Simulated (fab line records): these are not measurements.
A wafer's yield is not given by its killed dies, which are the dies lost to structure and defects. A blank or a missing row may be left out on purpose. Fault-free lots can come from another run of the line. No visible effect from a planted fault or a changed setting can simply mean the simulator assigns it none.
Chamber matching	flow nandHarc	pecvd-03 running NHARC_A_STAIRCASE_DEP_301: 3 sister chambers
The step deposits SiON, target thk 30 nm. 3 wafers are shown with their chamber, then 9 later ones without.

EACH WAFER AND ITS CHAMBER
wafer	chamber	heaterPowerW (W)
L087.1	0	640
L087.3	2	661
L087.6	1	663

WAFERS WITHOUT THEIR CHAMBER
wafer	heaterPowerW (W)
L097.2	738
L097.3	625
L097.4	651
L096.1	766
L096.2	665
L096.5	735
L094.1	601
L094.3	760
L094.4	758

THE CHAMBER EACH PASSED THROUGH
wafer	from the rows above	in truth
L097.2	can't be placed: 1 or 2 or 0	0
L097.3	can't be placed: 0 or 2 or 1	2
L097.4	can't be placed: 2 or 0 or 1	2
L096.1	can't be placed: 1 or 2 or 0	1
L096.2	can't be placed: 1 or 2 or 0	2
L096.5	can't be placed: 1 or 2 or 0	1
L094.1	can't be placed: 0 or 2 or 1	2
L094.3	can't be placed: 1 or 2 or 0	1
L094.4	can't be placed: 1 or 2 or 0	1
Placed correctly: 0 of 9. Unplaceable from these rows: 9, with the true chamber sitting among the candidates in 9. Placed wrongly: 0.
How it was worked out, from the rows above alone: a wafer's distance from a chamber is the root of the sum, over the readings, of the square of ((its reading less the chamber's mean) divided by the reading's scatter). If the next closest chamber is less than 2 further off than the closest, the wafer can't be placed; otherwise it belongs to the closest. Each chamber's mean is taken over the wafers shown for it. The scatter: with one shown wafer a chamber, the root of the mean of the squares of how far each hidden wafer lies from its nearest shown one.
